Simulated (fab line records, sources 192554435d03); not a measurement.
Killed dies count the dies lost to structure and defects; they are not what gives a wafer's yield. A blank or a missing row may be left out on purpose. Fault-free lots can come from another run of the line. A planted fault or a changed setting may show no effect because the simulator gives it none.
fab line records ; flow n5_finfet
[record] lots = 5; wafers = 15; last_day = 17
route steps=1938 shown BEOL_M2@848 BEOL_M4@1111 PASSIVATION@1936
lots that met no fault: from a run of the same line without faults
start_h: the number of hours between the record's first day and the start of the first shown wafer of the lot ; wait_h: time in hours since the lot's previous step ; " unchanged from the row above ; L1.1+2: a row that stands for several wafers ; - no value, or no start given ; * or withheld: withheld ; < > ~ a bound
route shown NAME@n: NAME is a module with steps in the file, n the number in the route of the first one ; usual: mean/standard deviation taken from wafers without a fault ; same: alike in all rows ; chamber/n: place in a boat ; sites: per-site readings ; _std_site: the standard deviation of these ; _edge_site: inner sites' mean taken away from outer sites' mean ; radius_mm: for every site, how far away it sits from the centre of the wafer ; mask NAME#n: copy n ; behind: tool/chamber where the wafer was last shaped ; hold: what put the lot on hold/how long, in hours/how the hold closed ; device: names the non-switching transistor (n, p or np) ; end of line: the route-end tests of the same wafers ; where a step has no rows: the recipe by itself ; killed: dies lost to structure and defects at the first sort, not the wafer's yield ; map: shows each die of a wafer: x if killed, . if not, _ if none is there
set.NAME: the setting as run; set.NAME@STEP: as run at that earlier step ; model.NAME: the simulator's own value behind a step, which no gauge read
lots at some steps of the route; a table a step, a row a wafer
services: when a tool's chamber went out of use (start_h, in hours from the record's first day, below 0 if earlier), for how many hours, and the reason
[[steps]]
[step N5_BEOL_M2_COAT_05]
[recipe] resist = CAR-EUV; spin_rpm = 1500; resist_thk_nm = 30
[step N5_BEOL_M2_EBR_07]
[recipe] solvent = PGMEA; ebr_width_mm = 1.5
[step N5_BEOL_M2_SOFTBAKE_06]
[recipe] temp_c = 110; time_s = 60; resist = CAR-EUV
[step N5_BEOL_M2_EXPOSE_08]
[recipe] mask_id = M2; na = 0.33; source_shape = dipole; sigma_inner = 0.369; sigma_outer = 0.767; polarization = unpolarized; dose_mj = 41.25
[step N5_BEOL_M2_PEB_09]
[recipe] peb_temp_c = 100; peb_time_s = 60; resist = CAR-EUV
[step N5_BEOL_M2_DEVELOP_10]
[recipe] develop_time_s = 30; developer = TMAH; resist = CAR-EUV; rinse_liquid = surfactant_rinse; dry = air_spin; dev_temp_c = 23
[step N5_BEOL_M2_CD_MEAS_11]
[recipe] target_cd_nm = 16.79; landing_energy_ev = 500; detector = se_inlens; polarity = opening
[usual] cd_nm = 16.69/0.21
lot.wafer;tool;chamber;start_h;wait_h;cd_nm
L852.3;cd_sem-03;0;148.78;-;16.86
L852.4;cd_sem-03;0;148.78;-;16.56
L852.6;cd_sem-03;0;148.78;-;16.72
L856.1;cd_sem-02;0;175.89;-;16.47
L856.2;cd_sem-02;0;175.89;-;16.86
L856.6;cd_sem-02;0;175.89;-;16.79
L866.3;cd_sem-03;0;235.89;-;16.92
L866.4;cd_sem-03;0;235.89;-;16.78
L866.5;cd_sem-03;0;235.89;-;16.37
L872.1;cd_sem-02;0;269.66;-;16.89
L872.4;cd_sem-02;0;269.66;-;16.81
L872.5;cd_sem-02;0;269.66;-;16.46
L871.1;cd_sem-02;0;278.03;-;16.39
L871.2;cd_sem-02;0;278.03;-;16.97
L871.5;cd_sem-02;0;278.03;-;16.64
[step N5_BEOL_M2_OVL_MEAS_12]
[recipe] points_per_wafer = 522
[usual] M2_OVL = 0.7/0.64
lot.wafer;tool;chamber;start_h;wait_h;M2_OVL[nm]
L852.3;overlay-02;0;148.82;0.0;1.3
L852.4;overlay-02;0;148.82;0.0;1.5
L852.6;overlay-02;0;148.82;0.0;1.7
L856.1;overlay-02;0;175.92;0.0;0.9
L856.2;overlay-02;0;175.92;0.0;0.1
L856.6;overlay-02;0;175.92;0.0;0.1
L866.3;overlay-01;0;235.93;0.0;0.9
L866.4;overlay-01;0;235.93;0.0;1.6
L866.5;overlay-01;0;235.93;0.0;0.6
L872.1;overlay-02;0;269.69;0.0;0.0
L872.4;overlay-02;0;269.69;0.0;0.4
L872.5;overlay-02;0;269.69;0.0;0.5
L871.1;overlay-01;0;278.06;0.0;1.0
L871.2;overlay-01;0;278.06;0.0;0.6
L871.5;overlay-01;0;278.06;0.0;-0.2
[step N5_BEOL_M2_INSPECT_13]
[recipe] mode = adi; inspect_instrument = brightfield
[usual] raw_defect_count = 465/120
lot.wafer;tool;chamber;start_h;wait_h;raw_defect_count
L852.3;defect_inspect-02;-;148.88;0.1;627
L852.4;defect_inspect-02;-;148.88;0.1;574
L852.6;defect_inspect-02;-;148.88;0.1;437
L856.1;defect_inspect-02;-;175.98;0.1;528
L856.2;defect_inspect-02;-;175.98;0.1;713
L856.6;defect_inspect-02;-;175.98;0.1;629
L866.3;defect_inspect-01;-;235.98;0.0;443
L866.4;defect_inspect-01;-;235.98;0.0;764
L866.5;defect_inspect-01;-;235.98;0.0;554
L872.1;defect_inspect-02;-;269.75;0.1;550
L872.4;defect_inspect-02;-;269.75;0.1;408
L872.5;defect_inspect-02;-;269.75;0.1;458
L871.1;defect_inspect-01;-;278.12;0.1;413
L871.2;defect_inspect-01;-;278.12;0.1;365
L871.5;defect_inspect-01;-;278.12;0.1;477
[step N5_BEOL_M2_DESCUM_16]
[recipe] chemistry = O2; time_s = 7; source_power_w = 50; bias_power_w = 20; pressure_mtorr = 20; rf_frequency_hz = 2.712e+07; temp_c = 40; resist = CAR-EUV; o2_flow_sccm = 225
[usual] drypump_motor_current_A = 5.8/0.32; oes_product_au = 0.78/0.078; rf_vpp_V = 243.6/1.3; showerhead_plenum_p_Torr = 2.12/0.065; throttle_valve_pct = 20.46/0.25
[same] time_s = 7
lot.wafer;tool;chamber;start_h;wait_h;drypump_motor_current_A;oes_product_au;rf_hours_counter_h;rf_vpp_V;showerhead_plenum_p_Torr;throttle_valve_pct
L852.3;rie_diel-05;2;148.91;0.0;5.5;0.87;42;245.1;2.13;20.33
L852.4;rie_diel-05;3;148.91;0.0;5.8;0.86;43;242.1;2.05;20.35
L852.6;rie_diel-05;0;148.91;0.0;5.6;0.88;-;244.8;2.22;20.07
L856.1;rie_diel-04;2;176.01;0.0;6.0;0.76;161;242.5;2.08;20.74
L856.2;rie_diel-04;1;176.01;0.0;6.5;0.68;244;243.2;2.15;20.74
L856.6;rie_diel-04;3;176.01;0.0;6.2;0.75;-;242.4;2.08;20.66
L866.3;rie_diel-05;1;236.01;0.0;5.5;0.69;206;242.8;2.16;20.54
L866.4;rie_diel-05;3;236.01;0.0;5.8;0.82;74;242.8;2.04;20.41
L866.5;rie_diel-05;2;236.01;0.0;5.5;0.83;-;243.9;2.12;20.39
L872.1;rie_diel-04;2;269.78;0.0;6.1;0.72;198;242.4;2.06;20.80
L872.4;rie_diel-04;1;269.78;0.0;6.4;0.92;-;243.2;2.14;20.41
L872.5;rie_diel-04;3;269.78;0.0;6.3;0.72;-;244.0;2.07;20.72
L871.1;rie_diel-03;1;278.36;0.2;5.5;0.71;202;241.3;1.99;20.07
L871.2;rie_diel-03;3;278.36;0.2;5.6;0.71;216;245.5;2.08;20.83
L871.5;rie_diel-03;2;278.36;0.2;5.7;0.84;-;245.3;2.21;20.19
[step N5_BEOL_M2_ETCH_74]
[recipe] chemistry = N2/H2; target = underlayer; target_depth_a = 65; mask_material = CAR-EUV; time_s = 5.2; ion_energy_ev = 200; pressure_mtorr = 30; source_w = 840; bias_w = 150; n2_flow_sccm = 200; h2_flow_sccm = 200; ends = cleared
[usual] bias_w = 149.9/0.45; drypump_motor_current_A = 5.8/0.33; etch_rf_on_time_s = 5.16/0.078; h2_flow_sccm = 200.1/0.62; oes_product_au = 0.66/0.066; rf_vpp_V = 524.7/2.4; showerhead_plenum_p_Torr = 2.58/0.078; throttle_valve_pct = 17.87/0.3
lot.wafer;tool;chamber;start_h;wait_h;bias_w;drypump_motor_current_A;etch_rf_on_time_s;h2_flow_sccm;oes_product_au;rf_hours_counter_h;rf_vpp_V;showerhead_plenum_p_Torr;throttle_valve_pct
L852.3;rie_diel-05;2;148.94;0.0;149.1;5.5;5.10;200.1;0.74;42;524.8;2.58;17.68
L852.4;rie_diel-05;3;148.94;0.0;149.2;5.8;5.09;200.8;0.74;43;522.0;2.47;17.62
L852.6;rie_diel-05;0;148.94;0.0;149.6;5.6;5.13;199.1;0.75;-;527.6;2.70;17.42
L856.1;rie_diel-04;2;176.05;0.0;150.7;6.1;5.22;199.2;0.64;161;524.6;2.55;18.41
L856.2;rie_diel-04;1;176.05;0.0;150.5;6.4;5.23;200.5;0.58;244;526.0;2.61;18.08
L856.6;rie_diel-04;3;176.05;0.0;149.7;6.3;5.12;199.6;0.65;-;525.1;2.53;18.12
L866.3;rie_diel-05;1;236.04;0.0;149.8;5.5;5.22;199.9;0.59;206;525.4;2.63;18.05
L866.4;rie_diel-05;3;236.04;0.0;150.4;5.8;5.06;200.4;0.70;74;523.3;2.46;17.68
L866.5;rie_diel-05;2;236.04;0.0;150.0;5.5;5.17;200.7;0.71;-;525.2;2.57;17.76
L872.1;rie_diel-04;2;269.82;0.0;149.2;6.1;5.30;201.2;0.61;198;524.4;2.53;18.45
L872.4;rie_diel-04;1;269.82;0.0;150.2;6.5;5.12;198.8;0.79;-;527.6;2.60;17.74
L872.5;rie_diel-04;3;269.82;0.0;150.7;6.2;5.14;200.3;0.62;-;522.6;2.52;18.19
L871.1;rie_diel-03;1;278.40;0.0;149.8;5.4;5.20;198.6;0.62;202;522.8;2.42;17.57
L871.2;rie_diel-03;3;278.40;0.0;149.9;5.6;5.19;200.6;0.60;216;521.0;2.52;18.19
L871.5;rie_diel-03;2;278.40;0.0;150.0;5.8;5.14;200.7;0.71;-;528.3;2.67;17.52
[step N5_BEOL_M2_ETCH_63]
[recipe] chemistry = CF4; target = SiARC; target_depth_a = 156; mask_material = CAR-EUV; time_s = 26; ion_energy_ev = 80; pressure_mtorr = 40; source_w = 545; bias_w = 36; Ar_flow_sccm = 100; cf4_flow_sccm = 100; ends = cleared
[usual] bias_w = 36.00/0.11; drypump_motor_current_A = 5.8/0.34; etch_rf_on_time_s = 25.8/0.41; oes_product_au = 0.67/0.066; rf_vpp_V = 184.3/1.1; showerhead_plenum_p_Torr = 2.17/0.062; throttle_valve_pct = 15.64/0.27
lot.wafer;tool;chamber;start_h;wait_h;bias_w;drypump_motor_current_A;etch_rf_on_time_s;oes_product_au;rf_hours_counter_h;rf_vpp_V;showerhead_plenum_p_Torr;throttle_valve_pct
L852.3;rie_diel-05;2;148.96;0.0;36.04;5.5;26.0;0.74;42;184.6;2.17;15.47
L852.4;rie_diel-05;3;148.96;0.0;35.83;5.8;25.6;0.74;43;184.1;2.09;15.45
L852.6;rie_diel-05;0;148.96;0.0;35.86;5.6;25.5;0.75;-;184.1;2.27;15.28
L856.1;rie_diel-04;2;176.06;0.0;36.26;6.1;26.2;0.64;161;184.1;2.13;15.96
L856.2;rie_diel-04;1;176.06;0.0;35.93;6.4;25.9;0.58;244;184.4;2.20;15.99
L856.6;rie_diel-04;3;176.06;0.0;36.04;6.3;25.8;0.65;-;183.7;2.14;15.92
L866.3;rie_diel-05;1;236.06;0.0;36.13;5.5;26.4;0.59;206;185.5;2.20;15.76
L866.4;rie_diel-05;3;236.06;0.0;36.11;5.8;25.1;0.71;74;183.7;2.08;15.51
L866.5;rie_diel-05;2;236.06;0.0;35.92;5.5;25.6;0.71;-;185.0;2.16;15.50
L872.1;rie_diel-04;2;269.83;0.0;36.03;6.1;26.7;0.61;198;182.7;2.12;16.05
L872.4;rie_diel-04;1;269.83;0.0;35.89;6.4;25.7;0.79;-;184.5;2.19;15.55
L872.5;rie_diel-04;3;269.83;0.0;35.82;6.2;25.9;0.62;-;184.3;2.12;16.02
L871.1;rie_diel-03;1;278.41;0.0;36.02;5.4;25.7;0.62;202;183.0;2.04;15.30
L871.2;rie_diel-03;3;278.41;0.0;35.89;5.5;26.3;0.60;216;184.5;2.12;16.00
L871.5;rie_diel-03;2;278.41;0.0;35.86;5.7;25.8;0.70;-;185.6;2.25;15.37
[step N5_BEOL_M2_ETCH_64]
[recipe] chemistry = N2/H2; target = SOC; target_depth_a = 750; overetch_a = 225; mask_material = SiARC; temp_c = 40; time_s = 121.9; ion_energy_ev = 200; pressure_mtorr = 30; source_w = 840; bias_w = 150; n2_flow_sccm = 200; h2_flow_sccm = 200
[usual] bias_w = 150.0/0.39; drypump_motor_current_A = 5.8/0.33; h2_flow_sccm = 200.1/0.61; oes_product_au = 0.59/0.056; rf_vpp_V = 524.7/2.2; showerhead_plenum_p_Torr = 2.58/0.078; throttle_valve_pct = 17.8/0.3
[same] time_s = 121.9
lot.wafer;tool;chamber;start_h;wait_h;bias_w;drypump_motor_current_A;h2_flow_sccm;oes_product_au;rf_hours_counter_h;rf_vpp_V;showerhead_plenum_p_Torr;throttle_valve_pct;model.SiARC_of_BEOL_M2_COAT_62.thk_nm
L852.3;rie_diel-05;2;148.99;0.0;150.5;5.5;200.9;0.65;42;525.1;2.58;17.7;6.2
L852.4;rie_diel-05;3;148.99;0.0;149.7;5.8;198.6;0.65;43;523.4;2.47;17.6;6.4
L852.6;rie_diel-05;0;148.99;0.0;149.8;5.6;199.4;0.66;-;527.6;2.70;17.4;6.2
L856.1;rie_diel-04;2;176.09;0.0;149.9;6.1;200.8;0.57;161;523.1;2.55;18.3;6.4
L856.2;rie_diel-04;1;176.09;0.0;150.1;6.5;200.6;0.51;244;525.2;2.61;18.1;6.4
L856.6;rie_diel-04;3;176.09;0.0;150.3;6.2;200.5;0.57;-;523.3;2.53;18.1;6.4
L866.3;rie_diel-05;1;236.09;0.0;150.0;5.5;199.2;0.52;206;526.2;2.63;18.0;6.2
L866.4;rie_diel-05;3;236.09;0.0;150.7;5.8;199.1;0.62;74;521.1;2.46;17.6;6.2
L866.5;rie_diel-05;2;236.09;0.0;202.4;5.5;199.9;0.63;-;633.5;2.57;17.7;3.6
L872.1;rie_diel-04;2;269.86;0.0;150.5;6.1;200.7;0.56;198;524.7;2.53;18.4;6.4
L872.4;rie_diel-04;1;269.86;0.0;149.8;6.5;198.4;0.70;-;523.6;2.60;17.7;6.2
L872.5;rie_diel-04;3;269.86;0.0;149.6;6.3;199.9;0.55;-;523.2;2.52;18.2;6.2
L871.1;rie_diel-03;1;278.44;0.0;149.4;5.4;200.9;0.54;202;520.6;2.42;17.5;6.2
L871.2;rie_diel-03;3;278.44;0.0;150.1;5.5;200.9;0.54;216;523.9;2.51;18.2;6.4
L871.5;rie_diel-03;2;278.44;0.0;149.9;5.8;200.0;0.63;-;525.4;2.67;17.5;6.2
[step N5_BEOL_M2_STRIP_65]
[recipe] chemistry = N2/H2; temp_c = 40; n2_flow_sccm = 200; h2_flow_sccm = 200; rf_frequency_hz = 6e+07
[step N5_BEOL_M4_RC_MEAS_101]
[usual] DIBL_N = 35.9/1.3; DIBL_P = 35.9/1.6; IOFF_N = 0.156/0.022; IOFF_P = 0.205/0.023; ION_N = 675/9; ION_P = 463/5.6; SS_N = 71.4/0.57; SS_P = 73.1/0.52; VT_N = 249.7/2.8; VT_P = -250.2/2.5
lot.wafer;tool;chamber;start_h;wait_h;DIBL_N[mV/V];DIBL_P[mV/V];IOFF_N[nA/um];IOFF_P[nA/um];ION_N[uA/um];ION_P[uA/um];SS_N[mV/dec];SS_P[mV/dec];VT_N[mV];VT_P[mV]
L852.3;prober-02;0;178.76;0.3;33.9;33.2;0.131;0.159;656;448;71.1;72.2;253.9;-254.3
L852.4;prober-02;0;178.76;0.3;36.2;36.1;0.172;0.204;676;461;72.4;73.5;247.5;-252.9
L852.6;prober-02;0;178.76;0.3;35.9;36.1;0.161;0.192;660;454;72.0;72.4;249.9;-253.5
L856.1;prober-02;0;205.29;0.0;36.5;37.8;0.160;0.256;676;475;71.9;73.8;249.6;-245.5
L856.2;prober-02;0;205.29;0.0;35.8;36.2;0.145;0.228;669;474;71.5;73.2;250.2;-248.5
L856.6;prober-02;0;205.29;0.0;35.3;35.8;0.139;0.218;673;464;71.8;72.4;250.7;-247.6
L866.3;prober-02;0;273.03;0.3;34.8;33.5;0.118;0.187;663;467;70.5;73.0;253.8;-249.0
L866.4;prober-02;0;273.03;0.3;36.9;36.0;0.158;0.237;685;474;71.1;73.7;247.4;-245.5
L866.5;prober-02;0;273.03;0.3;36.2;35.0;0.136;0.213;663;465;71.2;73.5;250.5;-249.8
L872.1;prober-02;0;298.27;0.0;37.7;36.7;0.173;0.202;683;462;71.7;73.5;249.6;-254.5
L872.4;prober-02;0;298.27;0.0;37.9;36.8;0.175;0.203;681;460;72.3;73.8;248.5;-252.4
L872.5;prober-02;0;298.27;0.0;39.2;38.4;0.201;0.235;679;462;72.1;73.6;249.6;-252.1
L871.1;prober-01;0;314.14;0.0;35.4;34.5;0.134;0.196;669;466;71.3;72.6;251.3;-248.1
L871.2;prober-01;0;314.14;0.0;37.2;36.4;0.151;0.222;664;460;71.8;72.9;250.6;-248.3
L871.5;prober-01;0;314.14;0.0;35.4;34.5;0.128;0.197;669;471;71.4;72.8;253.1;-250.1
[step N5_PASSIVATION_PROBE_49]
[usual] defect_limited_yield = 91.3/1.4; killed_at_M0_to_M3 = 35/11; killed_at_M4_up = 14/5.4; killed_at_contacts = 12/6.2; killed_at_front_end = 38/11; killed_at_other = 4.1/2.8; killed_dies = 103/17; killed_open = 66/13; killed_short = 34/8.2; sort_bin_5_function = 5.1/0.89; sort_bin_6_memory = 3.3/0.72; sort_n_pass = 1077/17; sort_yield_pct = 91.3/1.4
[same] gross_dies = 1180; killed_at_back_side = 0; sort_bin_4_leakage[%] = 0; sort_bin_8_speed[%] = 0
lot.wafer;tool;chamber;start_h;wait_h;defect_limited_yield[%];killed_at_M0_to_M3;killed_at_M4_up;killed_at_contacts;killed_at_front_end;killed_at_other;killed_dies;killed_open;killed_short;sort_bin_5_function[%];sort_bin_6_memory[%];sort_n_pass;sort_yield_pct[%]
L852.3;prober-02;-;278.08;0.1;91.8;37;9;19;30;2;97;65;31;4.8;3.0;1083;91.8
L852.4;prober-02;-;278.13;0.2;91.9;35;7;31;22;1;96;65;29;4.7;3.3;1084;91.9
L852.6;prober-02;-;278.23;0.3;89.7;37;18;17;46;3;121;84;36;6.1;4.0;1059;89.7
// killed by level:class
L852.3 MOL_CONTACT_COAG:geometric_particle:open=18 BEOL_M0_SAQP:geometric_particle:short=10 BEOL_M0_SAQP:geometric_particle:open=9 DUMMY_GATE:geometric_particle:open=8 STI_FIN_REVEAL:geometric_particle:open=7 GATE_CUT:geometric_particle:short=6 BEOL_M1:geometric_particle:open=6 BEOL_M1:geometric_particle:short=5
L852.4 MOL_CONTACT_COAG:geometric_particle:open=25 BEOL_M0_SAQP:geometric_particle:short=9 BEOL_M3:geometric_particle:open=7 MOL_CONTACT_COAG:geometric_particle:short=6 BEOL_M0_SAQP:geometric_particle:open=5 BEOL_M1:geometric_particle:open=5 DUMMY_GATE:geometric_particle:open=4 BEOL_M1:geometric_particle:short=4
L852.6 BEOL_M1:geometric_particle:open=14 MOL_CONTACT_COAG:geometric_particle:open=12 BEOL_M4:geometric_particle:open=10 BEOL_M1:geometric_particle:short=9 GATE_CUT:geometric_particle:short=8 FIN_SAQP:geometric_particle:open=7 BEOL_M3:geometric_particle:open=7 STI_FIN_REVEAL:geometric_particle:open=6
[[services]]
tool;chamber;start_h;hours;kind
rie_diel-04;1;198.07;-;clean
rie_diel-04;1;198.07;-;consumable_replace:focus_ring
rie_diel-04;1;198.07;16.8;scheduled_down
rie_diel-04;1;198.07;16.8;vent_cycle
rie_diel-05;0;219.57;8.4;repair
rie_diel-03;0;230.47;-;clean
rie_diel-03;0;230.47;-;consumable_replace:focus_ring
rie_diel-03;0;230.47;17.0;scheduled_down
rie_diel-03;0;230.47;17.0;vent_cycle
rie_diel-05;2;241.26;2.6;repair
rie_diel-04;0;242.74;-;clean
rie_diel-04;0;242.74;-;consumable_replace:focus_ring
rie_diel-04;0;242.74;14.2;scheduled_down
rie_diel-04;0;242.74;14.2;vent_cycle
rie_diel-05;0;255.58;11.1;repair
rie_diel-04;0;266.18;6.3;repair
[[key]]
[first_sign] step = N5_BEOL_M2_ETCH_64; reading = bias_w; direction = up; sigmas = 99+; usual = *; struck = *
[effect] step = N5_BEOL_M2_ETCH_64; reading = rf_vpp_V; direction = up; sigmas = 49; usual = 524.7; struck = 633.5
[model_effect] step = N5_BEOL_M2_ETCH_64; value = SiARC_of_BEOL_M2_COAT_62.thk_nm; without = 6; struck = 3.6
met_at N5_BEOL_M2_ETCH_64
struck_wafers L866.5
onset_between 148.99 236.09
[fault] kind = process_parameter_drift; tool = rie_diel-05; chamber = 2; onset_h = 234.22; steps = N5_BEOL_M2_ETCH_64; channel = bias_w; offset = *; shape = step; end_h = 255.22; acts_in = *; stated = *
